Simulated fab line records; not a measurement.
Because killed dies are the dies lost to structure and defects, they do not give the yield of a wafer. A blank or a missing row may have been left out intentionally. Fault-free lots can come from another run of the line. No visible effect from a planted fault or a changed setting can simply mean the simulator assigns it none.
fab line records	flow nandHarc
record: lots: 12	wafers: 36	lastDay: 33
route steps=1302 shown A_ZERO_WELL@405 A_SOURCE_PLATE@418 A_ONON_D1@441 END@1302
lots with no fault: from the same line, run without faults
startH: hours from the record's opening day to when the first of the lot's shown wafers began	waitH: time in hours since the lot's previous step	" repeats the value in the row above	L1.1+2: a row that stands for several wafers	- either no value or no given start	* or withheld: withheld	< > ~ a bound
route shown NAME@n: NAME is a module with steps in the file, n the number in the route of the first one	usual: average and standard deviation across the fault-free wafers	same: alike in all rows	chamber/n: place in a boat	sites: per-site readings	_std_site: the standard deviation of these	_edge_site: the outer-site mean with the inner-site mean subtracted	radiusMm: for every site, how far away it sits from the centre of the wafer	mask NAME#n: copy n	behind: the last tool/chamber to shape the wafer	hold: why the lot went on hold/how many hours it stayed there/how the hold came to an end	device: whichever transistor did not switch (one of n, p or np)	end of line: the same wafers' tests at the end of the route	a step with no rows: only its recipe	killed: dies that structure and defects cost at the first sort, which is not the same as the wafer's yield	map: the dies of a wafer, with x for killed, . for not killed, _ for no die there
set.NAME: the setting as run; set.NAME@STEP: as run at that earlier step	model.NAME: the simulator's own value behind a step, which no gauge read
the route's steps for a sample of lots (tables are steps, rows are wafers)
services: when a tool's chamber went out of use (startH, in hours from the record's first day, below 0 if earlier), for how many hours, and the reason
== steps ==
step: NHARC_A_ZERO_WELL_ETCH_13
recipe: targetDepthA: 1200	timeS: 40.1	hbrFlowSccm: 150	cl2FlowSccm: 50	rfW: 400	icpW: 400	biasW: 100	chemistry: HBr/Cl2
usual: drypumpMotorCurrentA: 6.0/0.45	oesProductAu: 1.000/0.008	rfFwdPowerW: 395.0/1.6	throttleValvePct: 26.407/0.0087
lot.wafer	tool	chamber	startH	waitH	drypumpMotorCurrentA	oesProductAu	rfFwdPowerW	rfHoursCounterH	throttleValvePct
L849.1	rieSi-01	1	138.67	-	6.0	1.017	393.2	0.6	26.412
L849.6	"	0	"	"	6.4	1.002	394.8	-	26.414
L849.5	"	1	"	"	6.0	1.017	394.2	-	26.399
L850.2	rieSi-01	2	153.50	-	6.1	1.000	395.0	0.7	26.392
L850.4	"	3	"	"	6.4	1.004	396.3	0.7	26.411
L850.5	"	0	"	"	6.4	0.998	393.2	-	26.394
L851.1	rieSi-05	3	154.30	-	5.3	1.008	396.4	0.1	26.411
L851.4	"	0	"	"	6.0	0.996	394.5	0.1	26.400
L851.2	"	2	"	"	6.5	0.986	395.1	0.1	26.399
L853.1	rieSi-04	3	176.29	-	5.1	0.988	397.0	0.0	26.412
L853.3	"	0	"	"	6.2	1.004	396.6	0.0	26.410
L853.4	"	2	"	"	5.8	0.998	395.3	0.0	26.406
L856.3	rieSi-01	3	214.45	-	6.4	0.999	394.7	0.1	26.398
L856.5	"	1	"	"	6.0	0.998	393.5	-	26.425
L856.6	"	2	"	"	6.1	0.996	393.3	-	26.422
L860.3	rieSi-05	0	257.66	-	6.0	1.001	393.4	0.8	26.408
L860.4	"	2	"	"	6.5	1.002	394.2	0.9	26.415
L860.5	"	0	"	"	6.0	1.001	393.0	-	26.405
L863.1	rieSi-05	0	285.75	-	6.0	1.000	395.2	1.1	26.413
L863.3	"	2	"	"	6.5	0.987	394.3	1.1	26.414
L863.6	"	3	"	"	5.3	0.995	398.7	-	26.406
L864.1	rieSi-01	2	296.91	-	6.1	0.993	392.9	0.6	26.401
L864.4	"	0	"	"	6.4	0.988	394.6	0.7	26.404
L864.5	"	2	"	"	6.1	0.995	395.6	-	26.414
L867.1	rieSi-01	0	321.46	-	6.4	1.005	394.9	0.8	26.420
L867.2	"	2	"	"	6.1	0.992	394.9	0.8	26.397
L867.5	"	1	"	"	6.0	0.999	393.1	-	26.402
L868.1	rieSi-05	3	321.98	-	5.3	1.007	398.0	0.0	26.414
L868.6	"	2	"	"	6.5	0.986	393.3	-	26.418
L868.5	"	3	"	"	5.2	0.997	396.3	-	26.395
L871.2	rieSi-01	0	354.92	-	6.4	0.999	393.3	1.1	26.412
L871.4	"	2	"	"	6.1	0.992	394.5	1.1	26.412
L871.3	"	3	"	"	6.4	1.000	395.3	1.0	26.394
L872.3	rieSi-04	3	369.95	-	5.1	0.994	395.7	0.2	26.391
L872.2	"	1	"	"	5.5	0.998	396.7	0.2	26.422
L872.6	"	2	"	"	5.8	1.012	396.4	-	26.416
step: NHARC_A_ZERO_WELL_INSPECT_17
usual: rawDefectCount: 12/6.9
lot.wafer	tool	chamber	startH	waitH	rawDefectCount
L849.1	defectInspect-02	-	139.75	0.2	12
L849.5	"	-	"	"	11
L849.6	"	-	"	"	6
L850.2	defectInspect-02	-	154.57	0.1	17
L850.4	"	-	"	"	10
L850.5	"	-	"	"	15
L851.1	defectInspect-02	-	155.41	0.2	19
L851.2	"	-	"	"	21
L851.4	"	-	"	"	14
L853.1	defectInspect-02	-	177.52	0.2	7
L853.3	"	-	"	"	16
L853.4	"	-	"	"	9
L856.3	defectInspect-01	-	215.52	0.1	6
L856.5	"	-	"	"	10
L856.6	"	-	"	"	12
L860.3	defectInspect-01	-	258.74	0.1	10
L860.4	"	-	"	"	9
L860.5	"	-	"	"	17
L863.1	defectInspect-02	-	286.86	0.2	15
L863.3	"	-	"	"	6
L863.6	"	-	"	"	12
L864.1	defectInspect-02	-	298.08	0.2	13
L864.4	"	-	"	"	21
L864.5	"	-	"	"	17
L867.1	defectInspect-01	-	322.56	0.2	11
L867.2	"	-	"	"	26
L867.5	"	-	"	"	18
L868.1	defectInspect-02	-	323.07	0.2	20
L868.5	"	-	"	"	25
L868.6	"	-	"	"	10
L871.2	defectInspect-02	-	356.03	0.1	17
L871.3	"	-	"	"	42
L871.4	"	-	"	"	22
L872.2	defectInspect-01	-	371.04	0.1	6
L872.3	"	-	"	"	9
L872.6	"	-	"	"	16
step: NHARC_A_SOURCE_PLATE_CVD_03
recipe: targetThkA: 2000	tempC: 620	pressureMtorr: 200	timeS: 4000	material: poly-Si
usual: spikeTcBottomC: 640.2/2.1	spikeTcCentreC: 620.3/1.5	spikeTcLowerC: 620.2/1.6	spikeTcTopC: 635.4/2	spikeTcUpperC: 620.3/1.2	tubeCenterTempC: 620/0.056	zonePowerCentrePct: 10.6/0.7
lot.wafer	tool	chamber	startH	waitH	spikeTcBottomC	spikeTcCentreC	spikeTcLowerC	spikeTcTopC	spikeTcUpperC	tubeCenterTempC	zonePowerCentrePct
L849.1	lpcvdPoly-02	0	150.41	-	637.3	620.3	621.9	632.4	619.3	619.99	9.9
L849.5	"	0	"	"	637.8	621.9	623.0	633.1	620.8	619.99	10.1
L849.6	"	0	"	"	638.8	619.9	621.8	634.1	619.8	619.99	9.9
L850.2	lpcvdPoly-02	0	164.39	-	638.4	622.4	622.2	634.5	620.3	619.93	10.0
L850.4	"	0	"	"	639.4	621.7	622.0	636.4	620.0	619.89	9.9
L850.5	"	0	"	"	638.3	622.9	621.1	633.6	620.1	620.05	10.1
L851.1	lpcvdPoly-02	0	164.39	-	639.1	622.6	622.0	634.6	622.2	619.97	9.8
L851.2	"	0	"	"	638.9	620.6	622.7	633.6	622.9	619.96	9.9
L851.4	"	0	"	"	637.5	620.6	621.3	632.9	619.5	620.12	9.9
L853.1	lpcvdPoly-02	0	186.80	-	639.1	619.6	625.0	633.0	622.0	620	9.8
L853.3	"	0	"	"	637.4	621.4	620.0	633.9	620.9	619.98	9.8
L853.4	"	0	"	"	637.7	621.3	622.4	632.2	621.2	619.98	9.9
L856.3	lpcvdPoly-01	0	226.25	-	642.4	618.4	620.3	633.1	619.6	620	10.4
L856.5	"	0	"	"	643.3	617.6	619.9	634.6	620.3	619.95	10.4
L856.6	"	0	"	"	642.8	618.1	618.6	634.1	617.5	619.99	10.3
L860.3	lpcvdPoly-01	0	268.41	-	644.7	618.9	619.9	633.6	619.2	619.89	10.3
L860.4	"	0	"	"	643.3	616.9	618.9	635.1	620.4	620.07	10.3
L860.5	"	0	"	"	644.0	619.5	620.4	634.2	619.7	620.05	10.5
L863.1	lpcvdPoly-01	0	296.72	-	630.2	605.0	605.5	619.4	605.4	606.51	10.1
L863.3	"	0	"	"	627.4	604.2	606.4	622.0	604.2	606.42	10.0
L863.6	"	0	"	"	630.5	604.1	605.5	620.5	606.9	606.46	9.8
L864.1	lpcvdPoly-01	0	307.99	-	631.9	606.5	605.2	618.4	605.3	606.52	9.9
L864.4	"	0	"	"	630.7	604.8	603.8	622.0	605.3	606.44	10.0
L864.5	"	0	"	"	629.2	605.1	604.8	619.4	606.3	606.52	9.9
L867.1	lpcvdPoly-04	0	331.94	-	639.1	621.4	620.2	637.5	622.0	619.98	11.5
L867.2	"	0	"	"	639.2	619.5	620.0	637.0	621.6	619.96	11.3
L867.5	"	0	"	"	637.5	620.0	618.9	636.8	621.1	620.02	11.4
L868.1	lpcvdPoly-04	0	331.94	-	641.0	620.7	620.8	637.5	620.2	619.98	11.4
L868.5	"	0	"	"	639.5	621.4	619.7	638.7	621.5	620.05	11.6
L868.6	"	0	"	"	639.5	620.8	619.7	636.5	620.2	619.91	11.6
L871.2	lpcvdPoly-04	0	365.91	-	638.2	622.1	620.4	637.6	621.2	619.97	11.4
L871.3	"	0	"	"	639.4	620.5	620.2	637.8	621.1	620.11	11.6
L871.4	"	0	"	"	637.1	621.3	620.3	639.5	621.3	620	11.6
L872.2	lpcvdPoly-01	0	381.56	-	644.2	619.1	620.1	634.6	619.5	620	10.6
L872.3	"	0	"	"	643.7	619.3	619.1	634.2	618.7	620.01	10.4
L872.6	"	0	"	"	642.9	619.5	619.5	634.7	618.3	620.03	10.1
step: NHARC_A_SOURCE_PLATE_THK_MEAS_06
recipe: thkMeasGauge: ellipsometry
usual: thkNm: 200.3/2.2
lot.wafer	tool	chamber	startH	waitH	thkNm
L849.1	filmMetro-01	-	160.35	0.4	202.7
L849.5	"	-	"	"	203.8
L849.6	"	-	"	"	203.8
L851.1	filmMetro-02	-	174.89	0.4	201.8
L851.2	"	-	"	"	202.9
L851.4	"	-	"	"	203.7
L850.2	filmMetro-01	-	174.89	0.4	198.0
L850.4	"	-	"	"	199.3
L850.5	"	-	"	"	200.0
L853.1	filmMetro-01	-	197.26	0.4	198.4
L853.3	"	-	"	"	198.0
L853.4	"	-	"	"	198.5
L856.3	filmMetro-01	-	236.61	0.4	205.4
L856.5	"	-	"	"	203.4
L856.6	"	-	"	"	204.5
L860.3	filmMetro-02	-	278.79	0.4	197.4
L860.4	"	-	"	"	202.7
L860.5	"	-	"	"	202.7
L863.1	filmMetro-02	-	309.03	0.4	145.3
L863.3	"	-	"	"	143.5
L863.6	"	-	"	"	145.3
L864.1	filmMetro-01	-	319.37	0.4	143.3
L864.4	"	-	"	"	143.5
L864.5	"	-	"	"	145.7
L867.1	filmMetro-01	-	342.00	0.4	200.6
L867.2	"	-	"	"	204.3
L867.5	"	-	"	"	202.9
L868.1	filmMetro-02	-	342.00	0.4	199.9
L868.5	"	-	"	"	200.1
L868.6	"	-	"	"	200.0
L871.2	filmMetro-01	-	376.21	0.4	200.8
L871.3	"	-	"	"	198.1
L871.4	"	-	"	"	200.8
L872.2	filmMetro-01	-	392.72	0.4	201.5
L872.3	"	-	"	"	200.6
L872.6	"	-	"	"	201.5
step: NHARC_A_ONON_D1_THK_MEAS_24
recipe: thkMeasGauge: ellipsometry
usual: thkNm: 1003/8.9
lot.wafer	tool	chamber	startH	waitH	thkNm
L849.1	filmMetro-01	-	177.30	-	991
L849.5	"	-	"	"	994
L849.6	"	-	"	"	992
L851.1	filmMetro-01	-	188.79	-	1019
L851.2	"	-	"	"	1020
L851.4	"	-	"	"	1017
L850.2	filmMetro-02	-	188.80	-	998
L850.4	"	-	"	"	999
L850.5	"	-	"	"	999
L853.1	filmMetro-01	-	209.12	-	996
L853.3	"	-	"	"	999
L853.4	"	-	"	"	998
L856.3	filmMetro-01	-	249.53	-	977
L856.5	"	-	"	"	977
L856.6	"	-	"	"	978
L860.3	filmMetro-01	-	290.87	-	1007
L860.4	"	-	"	"	1006
L860.5	"	-	"	"	1006
L863.1	filmMetro-02	-	320.97	-	998
L863.3	"	-	"	"	995
L863.6	"	-	"	"	994
L864.1	filmMetro-02	-	331.19	-	1004
L864.4	"	-	"	"	1004
L864.5	"	-	"	"	1004
L868.1	filmMetro-01	-	354.29	-	998
L868.5	"	-	"	"	998
L868.6	"	-	"	"	997
L867.1	filmMetro-02	-	354.30	-	1000
L867.2	"	-	"	"	999
L867.5	"	-	"	"	1002
L871.2	filmMetro-01	-	388.08	-	1007
L871.3	"	-	"	"	1007
L871.4	"	-	"	"	1007
L872.2	filmMetro-02	-	408.51	-	1010
L872.3	"	-	"	"	1010
L872.6	"	-	"	"	1011
step: NHARC_END_SORT_01
recipe: tempC: 25
usual: killedAtArray: 55/19	killedAtOther: 0.8/1.1	killedAtPeriphery: 4.0/2.6	killedDies: 60/20	killedOpen: 3.4/1.7	killedShort: 2.6/1.5
same: grossDies: 677
lot.wafer	tool	chamber	startH	waitH	killedAtArray	killedAtOther	killedAtPeriphery	killedDies	killedOpen	killedShort
L863.1	prober-02	0	701.10	2.5	48	0	7	55	4	3
killed by level:class
L863.1 A_CHANNEL_HOLE_D2:chamberFilmFlake=18 A_CHANNEL_HOLE_D1:chamberFilmFlake=11 A_DECK1_JOINT:chamberFilmFlake=3 A_SLIT:chamberFilmFlake=3 A_CONTACT:chamberFilmFlake=3 P_GATE:chamberFilmFlake=2 P_M1:chamberFilmFlake=2 P_BONDPAD:chamberFilmFlake=2
== services ==
tool	chamber	startH	hours	kind
rieSi-01	-	124.24	4.0	repair
rieSi-05	-	128.00	9.0	pm
rieSi-04	-	165.00	9.0	pm
rieSi-05	2	177.15	4.0	repair
rieSi-01	-	193.00	9.0	pm
rieSi-01	0	193.00	9.0	ventCycle
rieSi-01	1	193.00	9.0	ventCycle
rieSi-01	2	193.00	9.0	ventCycle
rieSi-01	3	193.00	9.0	ventCycle
rieSi-01	0	202.00	-	clean
rieSi-01	1	202.00	-	clean
rieSi-01	2	202.00	-	clean
rieSi-01	3	202.00	-	clean
rieSi-05	-	205.46	1.2	repair
rieSi-04	0	205.52	1.0	repair
lpcvdPoly-02	-	206.00	26.0	pm
rieSi-01	0	206.91	5.0	repair
rieSi-04	1	253.80	7.6	repair
rieSi-05	3	272.04	8.7	repair
rieSi-05	-	305.00	9.0	pm
rieSi-04	-	342.00	9.0	pm
rieSi-04	2	364.82	2.3	repair
rieSi-01	-	370.05	9.0	pm
rieSi-01	0	370.05	9.0	ventCycle
== key ==
firstSign: step: NHARC_A_SOURCE_PLATE_CVD_03	reading: tubeCenterTempC	direction: down	sigmas: 99+	usual: *	struck: *
effect: step: NHARC_A_SOURCE_PLATE_CVD_03	reading: spikeTcUpperC	direction: down	sigmas: 12	usual: 620.3	struck: 605.6
effect: step: NHARC_A_SOURCE_PLATE_THK_MEAS_06	reading: thkNm	direction: down	sigmas: 26	usual: 200.3	struck: 144.4
metAt NHARC_A_SOURCE_PLATE_CVD_03
struckLots L863,L864
testerLeftOut L863,L864
notActingAt NHARC_A_ZERO_WELL_ETCH_13,NHARC_A_ZERO_WELL_INSPECT_17,NHARC_A_ONON_D1_THK_MEAS_24
onsetBetween 268.41 296.72
fault: kind: processParameterDrift	tool: lpcvdPoly-01	chamber: -	onsetH: 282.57	steps: NHARC_A_SOURCE_PLATE_CVD_03	channel: tempC	offset: *	shape: step	endH: 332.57	actsIn: *	stated: *
testerLeftOut: of these lots the tester's yield and bins aren't shown, on N5 and GAA mostly nor the transistor test; their killed dies are dies lost to structure and defects alone, not to doping, threshold or leakage, so they don't give the yield
